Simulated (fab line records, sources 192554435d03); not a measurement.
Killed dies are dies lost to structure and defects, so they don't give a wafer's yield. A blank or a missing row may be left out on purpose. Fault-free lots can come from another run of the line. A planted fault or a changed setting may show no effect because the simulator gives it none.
Matching of chambers	flow n5Finfet	N5_BEOL_M0_STRIP_140 on rieDiel-01 has 4 sister chambers
The step strips in CF4. 8 wafers are shown with their chamber, then 10 later ones without.

WAFERS, EACH WITH ITS CHAMBER
wafer	chamber	drypumpMotorCurrentA (A)	throttleValvePct (%)
L085.3	1	5.6	13.80
L085.5	1	5.7	13.84
L087.6	0	6.2	14.01
L090.1	2	5.3	13.46
L090.3	3	5.3	13.20
L090.4	0	6.2	14.04
L091.2	2	5.3	13.47
L091.5	3	5.3	13.24

WAFERS WHOSE CHAMBER IS MISSING
wafer	drypumpMotorCurrentA (A)	throttleValvePct (%)
L091.6	6.2	14.05
L093.1	6.2	14.07
L093.3	5.3	13.49
L093.4	5.4	13.21
L095.3	5.2	13.49
L095.4	6.2	14.05
L095.6	6.2	14.07
L096.1	5.3	13.47
L096.4	5.6	13.88
L096.5	5.3	13.49

WHICH CHAMBER EACH ONE RAN IN
wafer	from the rows above	in truth
L091.6	0	0
L093.1	0	0
L093.3	2	2
L093.4	3	3
L095.3	2	2
L095.4	0	0
L095.6	0	0
L096.1	2	2
L096.4	1	1
L096.5	2	2
10 of 10 placed correctly. From these rows, 0 cannot be placed. Wrongly placed: 0.
How it was worked out, from the rows above alone: a wafer's distance from a chamber is the root of the sum, over the readings, of the square of ((its reading less the chamber's mean) divided by the reading's scatter). If the next closest chamber is less than 2 further off than the closest, the wafer can't be placed; otherwise it belongs to the closest. For every chamber, the mean is computed from those of its wafers that are shown. The scatter is the square root of a quotient: the sum, over the shown wafers, of each reading's squared deviation from its chamber's mean, divided by wafers minus chambers.
